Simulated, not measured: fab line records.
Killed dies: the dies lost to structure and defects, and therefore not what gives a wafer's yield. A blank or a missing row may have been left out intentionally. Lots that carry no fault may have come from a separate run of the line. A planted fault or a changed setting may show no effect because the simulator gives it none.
fab line records + flow n5-finfet + part 2 of 2: steps 5 to 6 of 6
record
- lots=24
- wafers=72
- last-day=17
route steps=1938 shown BEOL_M2@876 BEOL_M3@969 BEOL_M4@1035
lots that met no fault: taken from a fault-free run of the same line
start-h: start of the lot's first displayed wafer, in hours after the record's first day + wait-h: hours from the lot's prior step to this one + " the same as in the row above + L1.1+2: one row covering several wafers at once + - value missing, or start not given + * or withheld: withheld + < > ~ a bound
route shown NAME@n: names a module that has steps shown in the file, with the first one's number in the route + usual: mean/standard deviation taken from wafers without a fault + same: alike in all rows + chamber/n: place in a boat + sites: readings site by site + _std_site: how widely they spread, as a standard deviation + _edge_site: mean of outer sites minus mean of inner sites + radius-mm: how far each site lies from the wafer's centre + mask NAME#n: copy n + behind: the tool/chamber that last shaped the wafer + hold: why the lot was held/for how many hours/how that ended + device: the transistor (n, p or np) that didn't switch + end of line: the route-end tests of the same wafers + where a step has no rows: the recipe by itself + killed: dies that structure and defects cost at the first sort, which is not the same as the wafer's yield + map: shows each die of a wafer: x if killed, . if not, _ if none is there
set.NAME: the run value of the setting; set.NAME@STEP: its run value at that earlier step + model.NAME: the simulator's own value behind a step, which no gauge read
route steps across a sampled set of lots; one table per step, one row per wafer
services: a tool's chamber out of use, with start hour (start-h, from the record's first day; less than 0 if before it), hours out, and reason
## steps
# step N5_BEOL_M4_ETCH_74
# recipe
- chemistry=N2/H2
- target=underlayer
- target-depth-a=65
- mask-material=CAR-EUV
- time-s=5.2
- ion-energy-ev=200
- pressure-mtorr=30
- source-w=840
- bias-w=150
- n2-flow-sccm=200
- h2-flow-sccm=200
- ends=cleared
# usual
- drypump-motor-current-A=5.5/0.5
- etch-rf-on-time-s=5.21/0.12
- oes-product-au=0.67/0.06
- rf-vpp-V=523.7/2.9
- showerhead-plenum-p-Torr=2.53/0.093
- throttle-valve-pct=17.90/0.25
| lot.wafer | tool        | chamber | start-h | wait-h | drypump-motor-current-A | etch-rf-on-time-s | oes-product-au | rf-hours-counter-h | rf-vpp-V | showerhead-plenum-p-Torr | throttle-valve-pct |
|-----------|-------------|---------|---------|--------|-------------------------|-------------------|----------------|--------------------|----------|--------------------------|--------------------|
| L074.2    | rie-diel-01 | 3       | 152.01  | 0.0    | 6.5                     | 5.04              | 0.75           | 39                 | 527.6    | 2.70                     | 17.54              |
| L074.3    | "           | 0       | "       | "      | 5.7                     | 5.19              | 0.63           | 202                | 522.9    | 2.51                     | 17.97              |
| L074.5    | "           | 0       | "       | "      | 5.6                     | 5.15              | 0.62           | -                  | 524.0    | 2.51                     | 18.00              |
| L076.1    | rie-diel-06 | 3       | 168.02  | 0.0    | 4.9                     | 5.29              | 0.70           | 75                 | 525.4    | 2.48                     | 17.70              |
| L076.4    | "           | 1       | "       | "      | 5.4                     | 5.15              | 0.69           | 100                | 524.9    | 2.55                     | 17.72              |
| L076.6    | "           | 3       | "       | "      | 4.9                     | 5.31              | 0.69           | -                  | 525.3    | 2.48                     | 17.75              |
| L075.1    | rie-diel-01 | 1       | 169.20  | 0.0    | 5.7                     | 5.21              | 0.83           | 3                  | 523.2    | 2.50                     | 17.69              |
| L075.3    | "           | 2       | "       | "      | 5.1                     | 5.50              | 0.66           | 106                | 528.0    | 2.67                     | 18.19              |
| L075.5    | "           | 2       | "       | "      | 5.1                     | 5.49              | 0.66           | -                  | 527.3    | 2.67                     | 18.18              |
| L077.2    | rie-diel-06 | 3       | 175.08  | 0.0    | 4.9                     | 5.26              | 0.69           | 77                 | 520.5    | 2.48                     | 17.73              |
| L077.5    | "           | 3       | "       | "      | 4.9                     | 5.29              | 0.69           | -                  | 521.7    | 2.48                     | 17.73              |
| L077.6    | "           | 2       | "       | "      | 5.2                     | 5.05              | 0.68           | -                  | 521.2    | 2.47                     | 18.06              |
| L078.1    | rie-diel-06 | 3       | 175.51  | 0.0    | 4.9                     | 5.31              | 0.69           | 78                 | 522.0    | 2.48                     | 17.74              |
| L078.2    | "           | 0       | "       | "      | 5.0                     | 5.21              | 0.62           | 192                | 527.1    | 2.63                     | 18.24              |
| L078.4    | "           | 2       | "       | "      | 5.3                     | 5.08              | 0.68           | 110                | 521.5    | 2.47                     | 18.06              |
| L079.1    | rie-diel-06 | 1       | 176.28  | 0.0    | 5.3                     | 5.16              | 0.68           | 102                | 525.1    | 2.55                     | 17.76              |
| L079.2    | "           | 2       | "       | "      | 5.2                     | 4.98              | 0.70           | 110                | 523.2    | 2.47                     | 18.05              |
| L079.5    | "           | 3       | "       | "      | 4.9                     | 5.29              | 0.70           | -                  | 521.3    | 2.48                     | 17.76              |
| L081.2    | rie-diel-06 | 3       | 187.07  | 0.0    | 4.9                     | 5.32              | 0.68           | 81                 | 521.0    | 2.48                     | 17.72              |
| L081.4    | "           | 0       | "       | "      | 5.1                     | 5.25              | 0.61           | 195                | 525.4    | 2.63                     | 18.26              |
| L081.5    | "           | 3       | "       | "      | 4.9                     | 5.34              | 0.68           | -                  | 519.4    | 2.48                     | 17.75              |
| L080.2    | rie-diel-01 | 1       | 192.30  | 0.0    | 5.8                     | 5.26              | 0.79           | 11                 | 522.7    | 2.49                     | 17.67              |
| L080.3    | "           | 0       | "       | "      | 5.6                     | 5.20              | 0.62           | 216                | 523.2    | 2.50                     | 18.00              |
| L080.4    | "           | 3       | "       | "      | 6.5                     | 5.10              | 0.72           | 55                 | 527.6    | 2.69                     | 17.57              |
| L082.1    | rie-diel-03 | 2       | 201.80  | 0.0    | 5.8                     | 5.23              | 0.60           | 218                | 521.8    | 2.41                     | 18.03              |
| L082.3    | "           | 3       | "       | "      | 5.8                     | 5.24              | 0.77           | 23                 | 525.9    | 2.58                     | 17.71              |
| L082.6    | "           | 3       | "       | "      | 5.8                     | 5.29              | 0.77           | -                  | 526.0    | 2.58                     | 17.73              |
| L083.1    | rie-diel-03 | 3       | 216.23  | 0.0    | 5.8                     | 5.22              | 0.77           | 28                 | 524.4    | 2.58                     | 17.72              |
| L083.2    | "           | 0       | "       | "      | 6.3                     | 5.05              | 0.59           | 233                | 526.6    | 2.62                     | 18.19              |
| L083.3    | "           | 2       | "       | "      | 5.8                     | 5.23              | 0.58           | 224                | 521.2    | 2.41                     | 18.04              |
| L084.2    | rie-diel-06 | 2       | 217.56  | 0.0    | 5.2                     | 5.08              | 0.68           | 124                | 520.1    | 2.46                     | 18.09              |
| L084.5    | "           | 1       | "       | "      | 5.4                     | 5.24              | 0.65           | -                  | 525.8    | 2.54                     | 17.75              |
| L084.6    | "           | 2       | "       | "      | 5.2                     | 5.16              | 0.67           | -                  | 521.1    | 2.46                     | 18.09              |
| L085.1    | rie-diel-01 | 1       | 217.98  | 0.0    | 5.7                     | 5.10              | 0.79           | 20                 | 522.6    | 2.49                     | 17.73              |
| L085.4    | "           | 3       | "       | "      | 6.5                     | 4.95              | 0.72           | 65                 | 528.6    | 2.69                     | 17.56              |
| L085.5    | "           | 0       | "       | "      | 5.6                     | 5.15              | 0.61           | -                  | 524.5    | 2.50                     | 18.02              |
| L086.2    | rie-diel-01 | 2       | 225.12  | 0.0    | 5.2                     | 5.35              | 0.64           | 129                | 527.1    | 2.66                     | 18.22              |
| L086.4    | "           | 1       | "       | "      | 5.8                     | 5.15              | 0.79           | 23                 | 523.1    | 2.49                     | 17.71              |
| L086.6    | "           | 0       | "       | "      | 5.7                     | 5.21              | 0.61           | -                  | 522.5    | 2.50                     | 18.02              |
| L087.1    | rie-diel-03 | 0       | 243.42  | 0.0    | 6.3                     | 5.08              | 0.60           | 239                | 524.4    | 2.62                     | 18.19              |
| L087.3    | "           | 1       | "       | "      | 4.8                     | 5.25              | 0.67           | 117                | 519.5    | 2.45                     | 17.46              |
| L087.5    | "           | 3       | "       | "      | 5.8                     | 5.29              | 0.76           | -                  | 524.4    | 2.58                     | 17.74              |
| L088.1    | rie-diel-06 | 2       | 246.92  | 0.0    | 5.2                     | 5.11              | 0.66           | 134                | 523.1    | 2.46                     | 18.10              |
| L088.2    | "           | 3       | "       | "      | 4.9                     | 5.36              | 0.67           | 102                | 521.8    | 2.47                     | 17.75              |
| L088.4    | "           | 0       | "       | "      | 5.1                     | 5.28              | 0.61           | 209                | 523.0    | 2.63                     | 18.23              |
| L089.2    | rie-diel-03 | 0       | 248.11  | 0.0    | 6.3                     | 4.99              | 0.60           | 241                | 524.0    | 2.62                     | 18.19              |
| L089.3    | "           | 2       | "       | "      | 5.7                     | 5.17              | 0.59           | 235                | 520.0    | 2.40                     | 18.07              |
| L089.5    | "           | 1       | "       | "      | 4.8                     | 5.23              | 0.66           | -                  | 520.3    | 2.45                     | 17.44              |
| L090.2    | rie-diel-03 | 1       | 250.51  | 0.0    | 4.8                     | 5.30              | 0.67           | 120                | 519.4    | 2.44                     | 17.47              |
| L090.3    | "           | 0       | "       | "      | 6.2                     | 5.05              | 0.59           | 242                | 527.1    | 2.62                     | 18.16              |
| L090.4    | "           | 3       | "       | "      | 5.8                     | 5.31              | 0.74           | 40                 | 524.9    | 2.57                     | 17.77              |
| L091.3    | rie-diel-01 | 3       | 255.53  | 0.0    | 6.5                     | 5.04              | 0.72           | 78                 | 530.0    | 2.68                     | 17.59              |
| L091.4    | "           | 0       | "       | "      | 5.7                     | 5.23              | 0.61           | 237                | 524.1    | 2.49                     | 18.07              |
| L091.6    | "           | 2       | "       | "      | 5.2                     | 5.43              | 0.64           | -                  | 527.2    | 2.66                     | 18.22              |
| L092.1    | rie-diel-06 | 2       | 260.14  | 0.0    | 5.2                     | 5.07              | 0.66           | 142                | 522.3    | 2.45                     | 18.11              |
| L092.2    | "           | 0       | "       | "      | 5.1                     | 5.29              | 0.60           | 216                | 524.3    | 2.62                     | 18.24              |
| L092.5    | "           | 0       | "       | "      | 5.1                     | 5.27              | 0.60           | -                  | 526.9    | 2.62                     | 18.24              |
| L093.4    | rie-diel-03 | 0       | 260.78  | 0.0    | 6.2                     | 5.00              | 0.59           | 246                | 525.4    | 2.61                     | 18.15              |
| L093.5    | "           | 3       | "       | "      | 5.8                     | 5.21              | 0.76           | -                  | 525.1    | 2.57                     | 17.75              |
| L093.6    | "           | 2       | "       | "      | 5.7                     | 5.24              | 0.58           | -                  | 519.9    | 2.40                     | 18.05              |
| L094.2    | rie-diel-03 | 2       | 279.58  | 0.0    | 5.8                     | 5.26              | 0.58           | 249                | 517.6    | 2.39                     | 18.06              |
| L094.3    | "           | 1       | "       | "      | 4.8                     | 5.34              | 0.66           | 132                | 520.7    | 2.44                     | 17.49              |
| L094.4    | "           | 2       | "       | "      | 5.7                     | 5.25              | 0.57           | -                  | 519.4    | 2.40                     | 18.09              |
| L095.1    | rie-diel-01 | 1       | 284.95  | 0.0    | 5.8                     | 5.21              | 0.75           | 42                 | 524.5    | 2.48                     | 17.75              |
| L095.4    | "           | 0       | "       | "      | 5.6                     | 5.20              | 0.59           | 246                | 522.4    | 2.49                     | 18.05              |
| L095.5    | "           | 0       | "       | "      | 5.6                     | 5.20              | 0.59           | -                  | 526.8    | 2.49                     | 18.05              |
| L096.1    | rie-diel-03 | 1       | 290.30  | 0.0    | 4.8                     | 5.30              | 0.65           | 138                | 521.3    | 2.44                     | 17.53              |
| L096.2    | "           | 2       | "       | "      | 5.8                     | 5.33              | 0.57           | 254                | 521.4    | 2.39                     | 18.08              |
| L096.6    | "           | 3       | "       | "      | 5.8                     | 5.32              | 0.73           | -                  | 527.7    | 2.57                     | 17.76              |
| L097.1    | rie-diel-03 | 1       | 290.63  | 0.0    | 4.9                     | 5.22              | 0.66           | 138                | 519.9    | 2.44                     | 17.49              |
| L097.3    | "           | 2       | "       | "      | 5.8                     | 5.24              | 0.58           | 255                | 519.7    | 2.39                     | 18.10              |
| L097.5    | "           | 2       | "       | "      | 5.8                     | 5.22              | 0.58           | -                  | 520.0    | 2.39                     | 18.10              |
# step N5_BEOL_M4_ETCH_64
# recipe
- chemistry=N2/H2
- target=SOC
- target-depth-a=750
- overetch-a=225
- mask-material=SiARC
- temp-c=40
- time-s=121.9
- ion-energy-ev=200
- pressure-mtorr=30
- source-w=840
- bias-w=150
- n2-flow-sccm=200
- h2-flow-sccm=200
# usual
- drypump-motor-current-A=5.5/0.5
- oes-product-au=0.59/0.053
- rf-vpp-V=523.6/2.8
- showerhead-plenum-p-Torr=2.53/0.093
- throttle-valve-pct=17.86/0.25
| lot.wafer | tool        | chamber | start-h | wait-h | drypump-motor-current-A | oes-product-au | rf-hours-counter-h | rf-vpp-V | showerhead-plenum-p-Torr | throttle-valve-pct |
|-----------|-------------|---------|---------|--------|-------------------------|----------------|--------------------|----------|--------------------------|--------------------|
| L074.2    | rie-diel-01 | 3       | 152.06  | 0.0    | 6.5                     | 0.66           | 39                 | 527.8    | 2.70                     | 17.48              |
| L074.3    | "           | 0       | "       | "      | 5.6                     | 0.56           | 202                | 524.6    | 2.51                     | 17.94              |
| L074.5    | "           | 0       | "       | "      | 5.6                     | 0.56           | -                  | 524.8    | 2.51                     | 17.93              |
| L076.1    | rie-diel-06 | 3       | 168.07  | 0.0    | 4.9                     | 0.63           | 75                 | 521.4    | 2.48                     | 17.68              |
| L076.4    | "           | 1       | "       | "      | 5.3                     | 0.60           | 100                | 524.7    | 2.55                     | 17.71              |
| L076.6    | "           | 3       | "       | "      | 4.9                     | 0.62           | -                  | 520.4    | 2.48                     | 17.67              |
| L075.1    | rie-diel-01 | 1       | 169.24  | 0.0    | 5.7                     | 0.74           | 3                  | 522.7    | 2.50                     | 17.66              |
| L075.3    | "           | 2       | "       | "      | 5.1                     | 0.60           | 106                | 526.1    | 2.67                     | 18.13              |
| L075.5    | "           | 2       | "       | "      | 5.1                     | 0.60           | -                  | 527.5    | 2.67                     | 18.13              |
| L077.2    | rie-diel-06 | 3       | 175.13  | 0.0    | 4.9                     | 0.62           | 77                 | 522.1    | 2.48                     | 17.70              |
| L077.5    | "           | 3       | "       | "      | 4.9                     | 0.62           | -                  | 519.8    | 2.48                     | 17.69              |
| L077.6    | "           | 2       | "       | "      | 5.2                     | 0.61           | -                  | 520.1    | 2.47                     | 18.02              |
| L078.1    | rie-diel-06 | 3       | 175.55  | 0.0    | 4.9                     | 0.62           | 78                 | 521.3    | 2.48                     | 17.68              |
| L078.2    | "           | 0       | "       | "      | 5.1                     | 0.55           | 192                | 525.4    | 2.63                     | 18.17              |
| L078.4    | "           | 2       | "       | "      | 5.2                     | 0.61           | 110                | 521.0    | 2.47                     | 18.02              |
| L079.1    | rie-diel-06 | 1       | 176.33  | 0.0    | 5.4                     | 0.60           | 102                | 524.6    | 2.55                     | 17.71              |
| L079.2    | "           | 2       | "       | "      | 5.2                     | 0.61           | 110                | 521.2    | 2.47                     | 18.01              |
| L079.5    | "           | 3       | "       | "      | 4.9                     | 0.63           | -                  | 521.7    | 2.48                     | 17.71              |
| L081.2    | rie-diel-06 | 3       | 187.11  | 0.0    | 4.9                     | 0.62           | 81                 | 520.9    | 2.48                     | 17.69              |
| L081.4    | "           | 0       | "       | "      | 5.1                     | 0.55           | 195                | 526.4    | 2.63                     | 18.19              |
| L081.5    | "           | 3       | "       | "      | 4.9                     | 0.63           | -                  | 520.5    | 2.48                     | 17.70              |
| L080.2    | rie-diel-01 | 1       | 192.35  | 0.0    | 5.8                     | 0.71           | 11                 | 522.5    | 2.49                     | 17.65              |
| L080.3    | "           | 0       | "       | "      | 5.6                     | 0.55           | 216                | 522.0    | 2.50                     | 17.97              |
| L080.4    | "           | 3       | "       | "      | 6.5                     | 0.64           | 55                 | 528.8    | 2.69                     | 17.51              |
| L082.1    | rie-diel-03 | 2       | 201.84  | 0.0    | 5.8                     | 0.53           | 219                | 520.5    | 2.41                     | 17.98              |
| L082.3    | "           | 3       | "       | "      | 5.8                     | 0.69           | 23                 | 525.3    | 2.58                     | 17.68              |
| L082.6    | "           | 3       | "       | "      | 5.8                     | 0.69           | -                  | 526.1    | 2.58                     | 17.66              |
| L083.1    | rie-diel-03 | 3       | 216.28  | 0.0    | 5.8                     | 0.69           | 28                 | 525.0    | 2.58                     | 17.70              |
| L083.2    | "           | 0       | "       | "      | 6.3                     | 0.53           | 233                | 524.9    | 2.62                     | 18.12              |
| L083.3    | "           | 2       | "       | "      | 5.8                     | 0.53           | 224                | 519.2    | 2.41                     | 18.00              |
| L084.2    | rie-diel-06 | 2       | 217.61  | 0.0    | 5.2                     | 0.60           | 124                | 520.5    | 2.46                     | 18.04              |
| L084.5    | "           | 1       | "       | "      | 5.4                     | 0.60           | -                  | 524.9    | 2.54                     | 17.72              |
| L084.6    | "           | 2       | "       | "      | 5.2                     | 0.59           | -                  | 522.7    | 2.46                     | 18.03              |
| L085.1    | rie-diel-01 | 1       | 218.02  | 0.0    | 5.7                     | 0.70           | 20                 | 522.8    | 2.49                     | 17.67              |
| L085.4    | "           | 3       | "       | "      | 6.5                     | 0.63           | 65                 | 527.5    | 2.69                     | 17.53              |
| L085.5    | "           | 0       | "       | "      | 5.6                     | 0.54           | -                  | 522.5    | 2.50                     | 17.97              |
| L086.2    | rie-diel-01 | 2       | 225.17  | 0.0    | 5.1                     | 0.59           | 129                | 528.1    | 2.66                     | 18.18              |
| L086.4    | "           | 1       | "       | "      | 5.8                     | 0.69           | 23                 | 522.3    | 2.49                     | 17.69              |
| L086.6    | "           | 0       | "       | "      | 5.7                     | 0.55           | -                  | 521.5    | 2.50                     | 17.99              |
| L087.1    | rie-diel-03 | 0       | 243.46  | 0.0    | 6.3                     | 0.52           | 239                | 524.5    | 2.62                     | 18.14              |
| L087.3    | "           | 1       | "       | "      | 4.8                     | 0.60           | 117                | 520.4    | 2.45                     | 17.42              |
| L087.5    | "           | 3       | "       | "      | 5.8                     | 0.67           | -                  | 526.0    | 2.58                     | 17.70              |
| L088.1    | rie-diel-06 | 2       | 246.96  | 0.0    | 5.2                     | 0.58           | 134                | 521.3    | 2.46                     | 18.06              |
| L088.2    | "           | 3       | "       | "      | 4.9                     | 0.61           | 102                | 519.8    | 2.47                     | 17.73              |
| L088.4    | "           | 0       | "       | "      | 5.1                     | 0.54           | 209                | 527.5    | 2.63                     | 18.17              |
| L089.2    | rie-diel-03 | 0       | 248.16  | 0.0    | 6.3                     | 0.52           | 241                | 525.0    | 2.62                     | 18.12              |
| L089.3    | "           | 2       | "       | "      | 5.8                     | 0.53           | 235                | 519.2    | 2.40                     | 18.02              |
| L089.5    | "           | 1       | "       | "      | 4.8                     | 0.60           | -                  | 522.7    | 2.45                     | 17.42              |
| L090.2    | rie-diel-03 | 1       | 250.55  | 0.0    | 4.9                     | 0.60           | 120                | 520.6    | 2.44                     | 17.41              |
| L090.3    | "           | 0       | "       | "      | 6.3                     | 0.52           | 242                | 525.6    | 2.62                     | 18.13              |
| L090.4    | "           | 3       | "       | "      | 5.8                     | 0.67           | 40                 | 525.6    | 2.57                     | 17.72              |
| L091.3    | rie-diel-01 | 3       | 255.58  | 0.0    | 6.5                     | 0.62           | 78                 | 527.8    | 2.68                     | 17.55              |
| L091.4    | "           | 0       | "       | "      | 5.6                     | 0.54           | 237                | 522.8    | 2.49                     | 18.01              |
| L091.6    | "           | 2       | "       | "      | 5.1                     | 0.58           | -                  | 527.1    | 2.66                     | 18.19              |
| L092.1    | rie-diel-06 | 2       | 260.21  | 0.0    | 5.3                     | 0.58           | 142                | 520.4    | 2.45                     | 18.07              |
| L092.2    | "           | 0       | "       | "      | 5.1                     | 0.54           | 216                | 525.1    | 2.62                     | 18.22              |
| L092.5    | "           | 0       | "       | "      | 5.0                     | 0.54           | -                  | 525.4    | 2.62                     | 18.23              |
| L093.4    | rie-diel-03 | 0       | 260.82  | 0.0    | 6.2                     | 0.52           | 246                | 524.4    | 2.61                     | 18.14              |
| L093.5    | "           | 3       | "       | "      | 5.8                     | 0.67           | -                  | 524.8    | 2.57                     | 17.73              |
| L093.6    | "           | 2       | "       | "      | 5.8                     | 0.52           | -                  | 519.8    | 2.40                     | 18.03              |
| L094.2    | rie-diel-03 | 2       | 279.62  | 0.0    | 5.8                     | 0.52           | 249                | 520.0    | 2.40                     | 18.07              |
| L094.3    | "           | 1       | "       | "      | 4.8                     | 0.58           | 132                | 520.6    | 2.44                     | 17.43              |
| L094.4    | "           | 2       | "       | "      | 5.8                     | 0.52           | -                  | 519.9    | 2.40                     | 18.05              |
| L095.1    | rie-diel-01 | 1       | 285.00  | 0.0    | 5.8                     | 0.66           | 42                 | 522.3    | 2.48                     | 17.72              |
| L095.4    | "           | 0       | "       | "      | 5.6                     | 0.53           | 246                | 522.7    | 2.49                     | 18.01              |
| L095.5    | "           | 0       | "       | "      | 5.6                     | 0.53           | -                  | 520.9    | 2.49                     | 18.02              |
| L096.1    | rie-diel-03 | 1       | 290.35  | 0.0    | 4.8                     | 0.58           | 138                | 520.6    | 2.44                     | 17.45              |
| L096.2    | "           | 2       | "       | "      | 5.7                     | 0.51           | 254                | 519.0    | 2.39                     | 18.07              |
| L096.6    | "           | 3       | "       | "      | 5.8                     | 0.65           | -                  | 525.5    | 2.57                     | 17.74              |
| L097.1    | rie-diel-03 | 1       | 290.68  | 0.0    | 4.8                     | 0.58           | 138                | 520.2    | 2.44                     | 17.46              |
| L097.3    | "           | 2       | "       | "      | 5.8                     | 0.51           | 255                | 519.8    | 2.39                     | 18.07              |
| L097.5    | "           | 2       | "       | "      | 5.8                     | 0.51           | -                  | 520.1    | 2.39                     | 18.06              |
## services
| tool           | chamber | start-h | hours | kind                          |
|----------------|---------|---------|-------|-------------------------------|
| pvd-sputter-03 | -       | 121.68  | 0.6   | repair                        |
| pvd-sputter-02 | -       | 124.42  | 3.5   | repair                        |
| rie-diel-05    | 1       | 139.32  | 17.3  | repair                        |
| rie-diel-03    | 2       | 140.46  | 3.9   | repair                        |
| rie-diel-02    | 3       | 143.02  | 4.5   | repair                        |
| rie-diel-04    | 0       | 150.47  | 3.8   | repair                        |
| rie-diel-02    | 3       | 155.23  | 9.1   | repair                        |
| rie-diel-04    | 2       | 180.80  | 8.5   | repair                        |
| rie-diel-03    | 0       | 187.82  | 10.9  | repair                        |
| rie-diel-06    | 0       | 188.36  | 17.2  | repair                        |
| rie-diel-03    | 1       | 213.27  | 14.2  | repair                        |
| rie-diel-03    | 0       | 218.88  | 6.2   | repair                        |
| rie-diel-04    | 1       | 229.69  | 7.4   | repair                        |
| rie-diel-06    | 1       | 254.91  | 6.7   | repair                        |
| rie-diel-06    | 3       | 258.08  | 2.7   | repair                        |
| rie-diel-05    | 3       | 265.18  | 6.2   | repair                        |
| rie-diel-03    | 0       | 272.04  | -     | clean                         |
| rie-diel-03    | 0       | 272.04  | -     | consumable-replace:focus-ring |
| rie-diel-03    | 0       | 272.04  | 22.2  | scheduled-down                |
| rie-diel-03    | 0       | 272.04  | 22.2  | vent-cycle                    |
| rie-diel-04    | -       | 273.42  | 14.6  | pm                            |
| pvd-sputter-03 | -       | 278.15  | 5.5   | repair                        |
| rie-diel-02    | 0       | 279.54  | 8.0   | repair                        |
| rie-diel-02    | 0       | 289.38  | 4.3   | repair                        |
